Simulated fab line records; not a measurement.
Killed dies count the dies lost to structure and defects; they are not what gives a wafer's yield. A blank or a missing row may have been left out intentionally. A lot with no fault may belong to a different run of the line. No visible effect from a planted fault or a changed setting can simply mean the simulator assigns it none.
fab line records	flow n5_finfet
record: lots: 24	wafers: 72	last_day: 20
route steps=1938 shown BEOL_M7@1320 BEOL_M8@1347 BEOL_M9@1405
lots with no fault: from the same line, run without faults
start_h: start of the lot's first displayed wafer, in hours after the record's first day	wait_h: hours from the lot's prior step to this one	" repeats the value in the row above	L1.1+2: several wafers, shown together as one row	- no value, or no start was given	* or withheld: withheld	< > ~ a bound
route shown NAME@n: NAME is a module with steps in the file, n the number in the route of the first one	usual: mean and standard deviation over wafers with no fault	same: alike in all rows	chamber/n: place in a boat	sites: per-site readings	_std_site: the values' standard deviation	_edge_site: inner sites' mean taken away from outer sites' mean	radius_mm: for every site, how far away it sits from the centre of the wafer	mask NAME#n: copy n	behind: tool/chamber where the wafer was last shaped	hold: reason for holding the lot/hours on hold/outcome of the hold	device: whichever transistor did not switch (one of n, p or np)	end of line: tests of these same wafers at the route's end	a step given without rows: its recipe and nothing more	killed: the dies lost at the first sort to structure and to defects; this is not the yield of the wafer	map: a wafer's dies, marking killed ones x, the rest . and places with no die _
set.NAME: the run value of the setting; set.NAME@STEP: its run value at that earlier step	model.NAME: the simulator's own value behind a step, which no gauge read
the route's steps for a sample of lots (tables are steps, rows are wafers)
services: when a tool's chamber went out of use (start_h, in hours from the record's first day, below 0 if earlier), for how many hours, and the reason
== steps ==
step: N5_BEOL_M7_ALD_77
recipe: material: TaN	target_thk_a: 20	temp_c: 275	ald_precursor_family: PDMAT	ald_co_reactant: NH3	pressure_torr: 3	carrier_flow_sccm: 1500	pulse_time_s: 2	purge_time_s: 3	co_reactant_purge_time_s: 2	co_reactant_pulse_time_s: 3	ald_cycles: 40	precursor_vessel_temp_c: 75	precursor_vessel_pressure_torr: 26.25	precursor_vessel_carrier_sccm: 1000
usual: heater_power_w: 436/22	precursor_vessel_temp_c: 75.00/0.12
lot.wafer	tool	chamber	start_h	wait_h	heater_power_w	precursor_vessel_temp_c
L075.1	ald_metal-03	2	220.56	0.1	442	75.00
L075.5	"	0	"	"	428	75.15
L075.6	"	1	"	"	433	74.96
L074.2	ald_metal-03	2	223.28	0.0	460	74.85
L074.3	"	1	"	"	442	75.15
L074.5	"	1	"	"	436	75.12
L076.2	ald_metal-03	2	242.22	0.0	457	75.20
L076.3	"	0	"	"	425	74.89
L076.5	"	3	"	"	444	75.17
L077.4	ald_metal-01	2	243.86	0.2	458	74.97
L077.5	"	0	"	"	426	75.13
L077.6	"	3	"	"	443	74.85
L079.3	ald_metal-01	2	248.45	0.1	451	75.00
L079.5	"	2	"	"	444	74.97
L079.6	"	1	"	"	441	75.00
L078.1	ald_metal-03	2	251.13	0.0	458	74.86
L078.2	"	3	"	"	424	75.01
L078.6	"	0	"	"	424	74.83
L081.2	ald_metal-03	3	261.59	0.0	447	74.92
L081.5	"	3	"	"	440	74.95
L081.6	"	2	"	"	465	75.09
L082.2	ald_metal-01	2	261.89	0.0	439	74.99
L082.4	"	1	"	"	429	75.04
L082.5	"	3	"	"	439	75.03
L080.3	ald_metal-03	3	269.25	0.1	436	75.26
L080.4	"	0	"	"	440	75.00
L080.6	"	3	"	"	454	75.08
L083.2	ald_metal-01	3	286.64	0.0	424	75.13
L083.5	"	2	"	"	452	74.98
L083.6	"	1	"	"	430	75.07
L084.1	ald_metal-03	0	291.46	0.0	439	74.92
L084.3	"	1	"	"	449	74.93
L084.4	"	3	"	"	441	75.08
L085.1	ald_metal-04	1	311.96	0.0	497	75.35
L085.2	"	3	"	"	372	75.07
L085.5	"	0	"	"	451	74.97
L086.2	ald_metal-01	2	315.77	0.1	443	75.00
L086.4	"	1	"	"	427	75.09
L086.6	"	3	"	"	434	74.99
L087.2	ald_metal-03	2	316.16	0.0	459	75.05
L087.5	"	3	"	"	438	74.92
L087.6	"	2	"	"	460	75.15
L088.1	ald_metal-01	2	337.36	0.0	433	75.02
L088.2	"	0	"	"	424	74.98
L088.4	"	1	"	"	424	74.95
L089.1	ald_metal-04	0	343.88	0.0	458	75.02
L089.2	"	1	"	"	498	74.95
L089.6	"	3	"	"	383	74.97
L090.2	ald_metal-04	1	357.64	0.2	502	75.14
L090.4	"	0	"	"	457	74.87
L090.6	"	3	"	"	365	74.91
L094.2	ald_metal-01	1	363.34	0.0	423	75.08
L094.3	"	3	"	"	432	74.96
L094.5	"	2	"	"	440	74.91
L092.3	ald_metal-03	2	369.29	0.1	426	75.13
L092.4	"	3	"	"	399	75.01
L092.5	"	3	"	"	394	75.21
L093.1	ald_metal-03	3	373.28	0.1	389	75.07
L093.2	"	2	"	"	437	74.91
L093.5	"	3	"	"	400	74.79
L091.2	ald_metal-01	0	375.16	0.0	428	75.21
L091.4	"	2	"	"	440	74.89
L091.6	"	3	"	"	423	75.07
L095.1	ald_metal-01	3	380.39	0.0	429	74.91
L095.4	"	0	"	"	429	74.74
L095.5	"	2	"	"	446	75.05
L097.1	ald_metal-01	1	387.16	0.0	415	74.83
L097.4	"	0	"	"	430	75.08
L097.6	"	2	"	"	440	74.97
L096.1	ald_metal-01	3	396.27	0.0	421	74.95
L096.4	"	2	"	"	454	75.00
L096.6	"	0	"	"	426	75.01
step: N5_BEOL_M7_SURFACE_TREAT_79
recipe: gas: Ar	time_s: *	ion_energy_ev: *	ion_current_ma_cm2: 0.5	pressure_mtorr: *	ar_flow_sccm: 30
usual: throttle_valve_pct: *
lot.wafer	tool	chamber	start_h	wait_h	throttle_valve_pct
L075.1	pvd_sputter-03	-	221.08	0.4	*
L075.5	"	-	"	"	*
L075.6	"	-	"	"	*
L074.2	pvd_sputter-03	-	223.60	0.2	*
L074.3	"	-	"	"	*
L074.5	"	-	"	"	*
L076.2	pvd_sputter-01	-	242.62	0.3	*
L076.3	"	-	"	"	*
L076.5	"	-	"	"	*
L077.4	pvd_sputter-03	-	244.20	0.2	*
L077.5	"	-	"	"	*
L077.6	"	-	"	"	*
L079.3	pvd_sputter-03	-	248.74	0.2	*
L079.5	"	-	"	"	*
L079.6	"	-	"	"	*
L078.1	pvd_sputter-01	-	251.51	0.2	*
L078.2	"	-	"	"	*
L078.6	"	-	"	"	*
L081.2	pvd_sputter-02	-	261.89	0.2	*
L081.5	"	-	"	"	*
L081.6	"	-	"	"	*
L082.2	pvd_sputter-01	-	262.23	0.2	*
L082.4	"	-	"	"	*
L082.5	"	-	"	"	*
L080.3	pvd_sputter-01	-	269.58	0.2	*
L080.4	"	-	"	"	*
L080.6	"	-	"	"	*
L083.2	pvd_sputter-02	-	286.98	0.2	*
L083.5	"	-	"	"	*
L083.6	"	-	"	"	*
L084.1	pvd_sputter-01	-	291.80	0.2	*
L084.3	"	-	"	"	*
L084.4	"	-	"	"	*
L085.1	pvd_sputter-01	-	312.26	0.2	*
L085.2	"	-	"	"	*
L085.5	"	-	"	"	*
L086.2	pvd_sputter-02	-	316.06	0.2	*
L086.4	"	-	"	"	*
L086.6	"	-	"	"	*
L087.2	pvd_sputter-01	-	316.88	0.6	*
L087.5	"	-	"	"	*
L087.6	"	-	"	"	*
L088.1	pvd_sputter-01	-	337.64	0.2	*
L088.2	"	-	"	"	*
L088.4	"	-	"	"	*
L089.1	pvd_sputter-03	-	344.18	0.2	*
L089.2	"	-	"	"	*
L089.6	"	-	"	"	*
L090.2	pvd_sputter-03	-	357.97	0.2	*
L090.4	"	-	"	"	*
L090.6	"	-	"	"	*
L094.2	pvd_sputter-01	-	363.71	0.2	*
L094.3	"	-	"	"	*
L094.5	"	-	"	"	*
L092.3	pvd_sputter-01	-	369.65	0.2	*
L092.4	"	-	"	"	*
L092.5	"	-	"	"	*
L093.1	pvd_sputter-02	-	374.00	0.6	*
L093.2	"	-	"	"	*
L093.5	"	-	"	"	*
L091.2	pvd_sputter-03	-	375.46	0.2	*
L091.4	"	-	"	"	*
L091.6	"	-	"	"	*
L095.1	pvd_sputter-01	-	380.94	0.4	*
L095.4	"	-	"	"	*
L095.5	"	-	"	"	*
L097.1	pvd_sputter-03	-	387.48	0.2	*
L097.4	"	-	"	"	*
L097.6	"	-	"	"	*
L096.1	pvd_sputter-03	-	397.91	1.5	*
L096.4	"	-	"	"	*
L096.6	"	-	"	"	*
step: N5_BEOL_M8_INSPECT_13
recipe: mode: adi	inspect_instrument: brightfield
usual: raw_defect_count: 399/99
lot.wafer	tool	chamber	start_h	wait_h	raw_defect_count
L075.1	defect_inspect-01	-	226.09	0.0	411
L075.5	"	-	"	"	320
L075.6	"	-	"	"	513
L074.2	defect_inspect-01	-	229.75	0.0	241
L074.3	"	-	"	"	359
L074.5	"	-	"	"	316
L076.2	defect_inspect-02	-	247.70	0.0	288
L076.3	"	-	"	"	240
L076.5	"	-	"	"	379
L077.4	defect_inspect-01	-	248.08	0.0	370
L077.5	"	-	"	"	338
L077.6	"	-	"	"	323
L079.3	defect_inspect-01	-	252.80	0.0	310
L079.5	"	-	"	"	330
L079.6	"	-	"	"	485
L078.1	defect_inspect-02	-	253.98	0.0	483
L078.2	"	-	"	"	438
L078.6	"	-	"	"	562
L081.2	defect_inspect-01	-	266.28	0.0	518
L081.5	"	-	"	"	503
L081.6	"	-	"	"	560
L082.2	defect_inspect-02	-	266.46	0.0	522
L082.4	"	-	"	"	404
L082.5	"	-	"	"	400
L080.3	defect_inspect-02	-	273.66	0.0	400
L080.4	"	-	"	"	421
L080.6	"	-	"	"	394
L083.2	defect_inspect-02	-	291.66	0.0	425
L083.5	"	-	"	"	576
L083.6	"	-	"	"	461
L084.1	defect_inspect-02	-	296.56	0.0	205
L084.3	"	-	"	"	259
L084.4	"	-	"	"	244
L085.1	defect_inspect-01	-	315.95	0.0	371
L085.2	"	-	"	"	311
L085.5	"	-	"	"	354
L086.2	defect_inspect-02	-	319.71	0.0	415
L086.4	"	-	"	"	577
L086.6	"	-	"	"	377
L087.2	defect_inspect-02	-	320.63	0.0	389
L087.5	"	-	"	"	374
L087.6	"	-	"	"	303
L088.1	defect_inspect-02	-	341.04	0.0	405
L088.2	"	-	"	"	416
L088.4	"	-	"	"	659
L089.1	defect_inspect-02	-	347.27	0.0	391
L089.2	"	-	"	"	435
L089.6	"	-	"	"	405
L090.2	defect_inspect-02	-	363.54	0.0	321
L090.4	"	-	"	"	531
L090.6	"	-	"	"	395
L094.2	defect_inspect-02	-	369.42	0.0	413
L094.3	"	-	"	"	393
L094.5	"	-	"	"	492
L092.3	defect_inspect-01	-	375.91	0.0	285
L092.4	"	-	"	"	402
L092.5	"	-	"	"	346
L093.1	defect_inspect-01	-	380.06	0.0	429
L093.2	"	-	"	"	341
L093.5	"	-	"	"	355
L091.2	defect_inspect-01	-	380.60	0.0	309
L091.4	"	-	"	"	270
L091.6	"	-	"	"	182
L095.1	defect_inspect-02	-	383.55	0.0	456
L095.4	"	-	"	"	338
L095.5	"	-	"	"	375
L097.1	defect_inspect-01	-	389.89	0.0	450
L097.4	"	-	"	"	343
L097.6	"	-	"	"	367
L096.1	defect_inspect-02	-	402.77	0.0	519
L096.4	"	-	"	"	546
L096.6	"	-	"	"	491
step: N5_BEOL_M9_HM_DEP_02
recipe: material: TiN	target_thk_a: 200	temp_c: 25	chamber_pressure_pa: 0.49996
usual: throttle_valve_pct: 30.3/1.5
lot.wafer	tool	chamber	start_h	wait_h	throttle_valve_pct
L075.1	pvd_sputter-01	-	235.22	2.1	29.8
L075.5	"	-	"	"	33.0
L075.6	"	-	"	"	29.3
L074.2	pvd_sputter-03	-	241.80	1.3	30.8
L074.3	"	-	"	"	29.3
L074.5	"	-	"	"	32.4
L077.4	pvd_sputter-01	-	262.63	0.5	29.4
L077.5	"	-	"	"	32.4
L077.6	"	-	"	"	29.3
L078.1	pvd_sputter-02	-	265.63	1.6	32.4
L078.2	"	-	"	"	29.3
L078.6	"	-	"	"	29.4
L076.2	pvd_sputter-02	-	265.93	1.6	32.5
L076.3	"	-	"	"	29.3
L076.5	"	-	"	"	32.5
L079.3	pvd_sputter-02	-	266.37	1.4	29.3
L079.5	"	-	"	"	29.2
L079.6	"	-	"	"	32.4
L081.2	pvd_sputter-02	-	273.41	1.5	29.3
L081.5	"	-	"	"	29.2
L081.6	"	-	"	"	29.5
L082.2	pvd_sputter-02	-	273.71	1.5	29.1
L082.4	"	-	"	"	29.3
L082.5	"	-	"	"	29.0
L080.3	pvd_sputter-02	-	282.81	2.0	29.7
L080.4	"	-	"	"	29.2
L080.6	"	-	"	"	29.6
L083.2	pvd_sputter-03	-	302.27	2.3	29.8
L083.5	"	-	"	"	32.3
L083.6	"	-	"	"	31.1
L084.1	pvd_sputter-03	-	306.51	1.8	30.0
L084.3	"	-	"	"	29.3
L084.4	"	-	"	"	30.9
L085.1	pvd_sputter-01	-	324.36	1.2	32.7
L085.2	"	-	"	"	29.9
L085.5	"	-	"	"	29.7
L086.2	pvd_sputter-01	-	326.10	0.6	29.0
L086.4	"	-	"	"	33.3
L086.6	"	-	"	"	29.3
L087.2	pvd_sputter-01	-	328.04	1.1	32.8
L087.5	"	-	"	"	29.7
L087.6	"	-	"	"	32.8
L088.1	pvd_sputter-03	-	351.36	1.8	30.1
L088.2	"	-	"	"	32.5
L088.4	"	-	"	"	29.1
L089.1	pvd_sputter-03	-	358.11	0.7	32.3
L089.2	"	-	"	"	31.0
L089.6	"	-	"	"	29.7
L090.2	pvd_sputter-03	-	375.66	1.2	31.0
L090.4	"	-	"	"	30.0
L090.6	"	-	"	"	31.0
L094.2	pvd_sputter-01	-	378.99	0.8	29.6
L094.3	"	-	"	"	32.6
L094.5	"	-	"	"	32.8
L092.3	pvd_sputter-02	-	387.40	2.9	32.5
L092.4	"	-	"	"	29.2
L092.5	"	-	"	"	29.1
L093.1	pvd_sputter-03	-	387.72	2.0	32.2
L093.2	"	-	"	"	29.2
L093.5	"	-	"	"	29.4
L091.2	pvd_sputter-02	-	387.78	1.9	29.3
L091.4	"	-	"	"	29.4
L091.6	"	-	"	"	29.6
L095.1	pvd_sputter-03	-	391.69	0.7	30.8
L095.4	"	-	"	"	29.3
L095.5	"	-	"	"	29.9
L097.1	pvd_sputter-01	-	398.69	0.4	29.1
L097.4	"	-	"	"	29.8
L097.6	"	-	"	"	29.6
L096.1	pvd_sputter-01	-	410.69	0.9	33.0
L096.4	"	-	"	"	29.3
L096.6	"	-	"	"	29.7
step: N5_BEOL_M9_ETCH_62
recipe: chemistry: N2/H2	target: SOC	target_depth_a: 1100	overetch_a: 220	mask_material: SiARC	temp_c: 40	time_s: 165	ion_energy_ev: 200	pressure_mtorr: 30	source_w: 840	bias_w: 150	n2_flow_sccm: 200	h2_flow_sccm: 200
usual: drypump_motor_current_A: 5.5/0.47	oes_product_au: 0.67/0.076	rf_vpp_V: 525.3/1.9	showerhead_plenum_p_Torr: 2.60/0.068	temp_c: 40.01/0.11	throttle_valve_pct: 17.80/0.21
lot.wafer	tool	chamber	start_h	wait_h	drypump_motor_current_A	oes_product_au	rf_hours_counter_h	rf_vpp_V	showerhead_plenum_p_Torr	temp_c	throttle_valve_pct
L075.1	rie_diel-04	2	235.89	0.0	5.5	0.60	211	521.8	2.51	39.86	17.96
L075.5	"	2	"	"	5.5	0.60	-	522.5	2.51	39.88	17.96
L075.6	"	3	"	"	5.7	0.63	-	522.2	2.53	40.12	17.73
L074.2	rie_diel-04	0	242.48	0.0	6.1	0.81	9	525.8	2.61	39.92	17.77
L074.3	"	3	"	"	5.6	0.64	158	522.4	2.53	39.92	17.73
L074.5	"	2	"	"	5.5	0.60	-	523.3	2.51	39.97	17.97
L077.4	rie_diel-04	2	263.33	0.0	5.5	0.60	221	521.8	2.51	40.15	17.96
L077.5	"	0	"	"	6.1	0.80	-	526.3	2.60	40.08	17.81
L077.6	"	3	"	"	5.6	0.63	-	523.9	2.53	40.19	17.72
L078.1	rie_diel-01	2	266.30	0.0	4.9	0.63	177	523.5	2.53	39.90	17.95
L078.2	"	3	"	"	4.6	0.62	194	525.4	2.63	40.00	17.71
L078.6	"	3	"	"	4.7	0.62	-	526.6	2.63	39.83	17.68
L076.2	rie_diel-01	2	266.60	0.0	5.0	0.63	177	524.9	2.53	40.08	17.96
L076.3	"	3	"	"	4.6	0.62	195	525.1	2.63	39.95	17.68
L076.5	"	3	"	"	4.6	0.61	-	525.6	2.63	39.99	17.70
L079.3	rie_diel-01	3	267.42	0.0	4.6	0.61	195	526.6	2.63	40.07	17.69
L079.5	"	0	"	"	5.5	0.62	-	524.8	2.64	39.79	17.69
L079.6	"	3	"	"	4.7	0.61	-	524.8	2.63	39.98	17.68
L081.2	rie_diel-02	0	274.09	0.0	5.1	0.57	225	525.9	2.62	39.96	18.02
L081.5	"	3	"	"	5.5	0.67	-	525.8	2.67	40.02	17.59
L081.6	"	0	"	"	5.1	0.57	-	525.5	2.62	39.94	18.01
L082.2	rie_diel-04	0	274.34	0.0	6.1	0.79	20	525.5	2.60	39.96	17.81
L082.4	"	3	"	"	5.7	0.63	169	524.9	2.53	39.84	17.74
L082.5	"	2	"	"	5.5	0.59	-	523.7	2.51	40.19	17.98
L080.3	rie_diel-01	2	283.35	0.0	5.0	0.62	182	523.8	2.53	39.91	17.96
L080.4	"	1	"	"	5.8	0.82	3	524.8	2.61	40.11	17.83
L080.6	"	3	"	"	4.7	0.62	-	525.9	2.63	40.11	17.71
L083.2	rie_diel-01	2	302.94	0.0	5.0	0.62	187	523.2	2.53	39.99	17.98
L083.5	"	3	"	"	4.6	0.60	-	525.6	2.63	40.28	17.71
L083.6	"	0	"	"	5.5	0.62	-	525.9	2.64	40.07	17.69
L084.1	rie_diel-01	3	307.41	0.0	4.7	0.60	207	526.0	2.63	39.97	17.71
L084.3	"	0	"	"	5.5	0.61	182	527.9	2.64	39.94	17.71
L084.4	"	1	"	"	5.8	0.79	9	526.4	2.61	40.03	17.86
L085.1	rie_diel-02	3	325.03	0.0	5.5	0.66	121	526.5	2.67	40.17	17.60
L085.2	"	0	"	"	5.0	0.57	243	525.6	2.62	39.92	18.08
L085.5	"	2	"	"	4.8	0.68	-	527.1	2.67	39.84	18.40
L086.2	rie_diel-02	2	326.77	0.0	4.8	0.68	110	528.3	2.67	40.24	18.38
L086.4	"	1	"	"	5.1	0.61	197	526.2	2.63	40.21	17.71
L086.6	"	3	"	"	5.5	0.66	-	526.3	2.67	40.07	17.62
L087.2	rie_diel-01	3	328.71	0.0	4.7	0.60	214	526.2	2.63	39.79	17.72
L087.5	"	1	"	"	5.8	0.77	-	525.5	2.60	40.01	17.86
L087.6	"	0	"	"	5.5	0.61	-	525.5	2.63	40.04	17.73
L088.1	rie_diel-01	0	351.91	0.0	5.5	0.60	197	526.6	2.63	40.08	17.74
L088.2	"	2	"	"	4.9	0.62	203	522.9	2.52	39.91	18.01
L088.4	"	2	"	"	5.0	0.61	-	522.6	2.52	40.04	17.99
L089.1	rie_diel-04	1	358.82	0.0	6.1	0.76	28	530.2	2.71	40.13	17.54
L089.2	"	2	"	"	5.5	0.58	248	521.9	2.50	40.16	18.01
L089.6	"	1	"	"	6.1	0.76	-	529.5	2.71	40.08	17.56
L090.2	rie_diel-04	0	376.33	0.0	6.1	0.75	49	525.3	2.59	40.03	17.86
L090.4	"	1	"	"	6.1	0.75	-	528.3	2.70	39.95	17.54
L090.6	"	0	"	"	6.1	0.74	-	525.2	2.59	39.88	17.86
L094.2	rie_diel-02	2	379.77	0.0	4.8	0.67	126	528.2	2.66	39.81	18.42
L094.3	"	1	"	"	5.1	0.60	211	525.5	2.63	40.22	17.74
L094.5	"	1	"	"	5.0	0.61	-	526.3	2.63	40.23	17.73
L092.3	rie_diel-04	3	388.32	0.0	5.7	0.61	202	522.0	2.51	40.03	17.78
L092.4	"	1	"	"	6.1	0.74	-	528.6	2.70	39.96	17.55
L092.5	"	0	"	"	6.1	0.74	-	526.2	2.59	39.93	17.87
L093.1	rie_diel-04	3	388.75	0.0	5.6	0.60	202	524.3	2.51	39.98	17.81
L093.2	"	0	"	"	6.1	0.73	53	525.9	2.59	39.88	17.86
L093.5	"	1	"	"	6.1	0.75	-	527.3	2.70	40.05	17.57
L091.2	rie_diel-02	1	388.77	0.0	5.1	0.60	214	526.2	2.63	39.84	17.76
L091.4	"	3	"	"	5.5	0.64	137	527.0	2.66	39.81	17.63
L091.6	"	2	"	"	4.8	0.67	-	525.6	2.66	40.10	18.43
L095.1	rie_diel-04	2	392.23	0.0	5.5	0.84	0	522.7	2.50	40.06	17.60
L095.4	"	0	"	"	6.1	0.74	55	524.7	2.59	40.08	17.87
L095.5	"	0	"	"	6.1	0.73	-	525.1	2.59	40.07	17.86
L097.1	rie_diel-04	2	399.36	0.0	5.5	0.82	3	523.5	2.50	40.09	17.61
L097.4	"	3	"	"	5.7	0.61	206	522.8	2.51	40.14	17.79
L097.6	"	1	"	"	6.1	0.74	-	527.3	2.70	39.95	17.57
L096.1	rie_diel-04	3	411.44	0.0	5.6	0.60	209	523.6	2.51	39.96	17.81
L096.4	"	0	"	"	6.1	0.73	61	524.5	2.58	40.06	17.85
L096.6	"	2	"	"	5.5	0.81	-	522.3	2.50	40.02	17.60
step: N5_BEOL_M9_CD_MEAS_18
recipe: pitch_nm: 140	target_cd_nm: 70
usual: cd_nm: 70.1/0.46
lot.wafer	tool	chamber	start_h	wait_h	cd_nm
L075.1	cd_sem-01	-	236.33	0.0	70.2
L075.5	"	-	"	"	69.6
L075.6	"	-	"	"	69.8
L074.2	cd_sem-01	-	242.90	0.1	69.6
L074.3	"	-	"	"	69.7
L074.5	"	-	"	"	70.2
L077.4	cd_sem-02	-	263.78	0.0	68.9
L077.5	"	-	"	"	69.6
L077.6	"	-	"	"	69.6
L078.1	cd_sem-03	-	266.84	0.0	70.2
L078.2	"	-	"	"	69.5
L078.6	"	-	"	"	69.9
L076.2	cd_sem-02	-	267.18	0.1	70.4
L076.3	"	-	"	"	70.4
L076.5	"	-	"	"	69.8
L079.3	cd_sem-01	-	267.96	0.1	69.3
L079.5	"	-	"	"	70.0
L079.6	"	-	"	"	70.6
L081.2	cd_sem-03	-	274.46	0.1	70.0
L081.5	"	-	"	"	70.3
L081.6	"	-	"	"	70.2
L082.2	cd_sem-01	-	274.74	0.1	70.3
L082.4	"	-	"	"	70.0
L082.5	"	-	"	"	70.3
L080.3	cd_sem-03	-	283.93	0.1	70.5
L080.4	"	-	"	"	70.7
L080.6	"	-	"	"	70.5
L083.2	cd_sem-01	-	303.32	0.1	70.1
L083.5	"	-	"	"	69.0
L083.6	"	-	"	"	69.9
L084.1	cd_sem-01	-	307.79	0.0	70.2
L084.3	"	-	"	"	70.6
L084.4	"	-	"	"	69.6
L085.1	cd_sem-02	-	325.39	0.0	70.4
L085.2	"	-	"	"	70.4
L085.5	"	-	"	"	70.7
L086.2	cd_sem-03	-	327.14	0.1	70.0
L086.4	"	-	"	"	70.2
L086.6	"	-	"	"	69.4
L087.2	cd_sem-02	-	329.08	0.1	71.5
L087.5	"	-	"	"	70.6
L087.6	"	-	"	"	71.0
L088.1	cd_sem-03	-	352.28	0.1	69.8
L088.2	"	-	"	"	70.0
L088.4	"	-	"	"	70.1
L089.1	cd_sem-02	-	359.22	0.0	69.7
L089.2	"	-	"	"	70.5
L089.6	"	-	"	"	70.4
L090.2	cd_sem-01	-	376.70	0.1	70.5
L090.4	"	-	"	"	69.7
L090.6	"	-	"	"	69.9
L094.2	cd_sem-01	-	380.14	0.1	70.9
L094.3	"	-	"	"	70.5
L094.5	"	-	"	"	70.5
L092.3	cd_sem-01	-	388.73	0.1	69.9
L092.4	"	-	"	"	69.8
L092.5	"	-	"	"	69.5
L093.1	cd_sem-01	-	389.26	0.0	70.9
L093.2	"	-	"	"	71.0
L093.5	"	-	"	"	70.3
L091.2	cd_sem-02	-	389.30	0.1	70.4
L091.4	"	-	"	"	69.7
L091.6	"	-	"	"	70.4
L095.1	cd_sem-01	-	392.65	0.0	69.5
L095.4	"	-	"	"	69.9
L095.5	"	-	"	"	69.8
L097.1	cd_sem-02	-	399.73	0.0	69.2
L097.4	"	-	"	"	69.5
L097.6	"	-	"	"	69.7
L096.1	cd_sem-02	-	411.88	0.0	70.1
L096.4	"	-	"	"	70.2
L096.6	"	-	"	"	69.7
== services ==
tool	chamber	start_h	hours	kind
ald_metal-03	3	197.98	31.3	repair
rie_diel-02	3	210.60	4.7	repair
ald_metal-03	2	214.74	-	calibration
ald_metal-01	1	219.37	27.9	repair
rie_diel-04	1	237.23	-	clean
rie_diel-04	1	237.23	-	consumable_replace:focus_ring
rie_diel-04	1	237.23	-	consumable_replace:showerhead
rie_diel-04	1	237.23	24.6	scheduled_down
rie_diel-04	1	237.23	24.6	vent_cycle
rie_diel-02	-	249.18	0.2	repair
ald_metal-03	1	263.77	5.8	repair
ald_metal-04	3	291.30	6.7	repair
rie_diel-01	1	291.76	3.0	repair
rie_diel-02	2	294.86	20.4	repair
ald_metal-03	-	337.25	14.0	pm
rie_diel-01	3	342.61	28.4	repair
rie_diel-01	-	343.93	0.2	repair
rie_diel-02	3	351.99	7.2	repair
rie_diel-04	2	369.75	-	clean
rie_diel-04	2	369.75	-	consumable_replace:focus_ring
rie_diel-04	2	369.75	20.7	scheduled_down
rie_diel-04	2	369.75	20.7	vent_cycle
rie_diel-04	2	404.85	1.6	repair
rie_diel-02	2	407.57	1.4	repair
== key ==
fault none
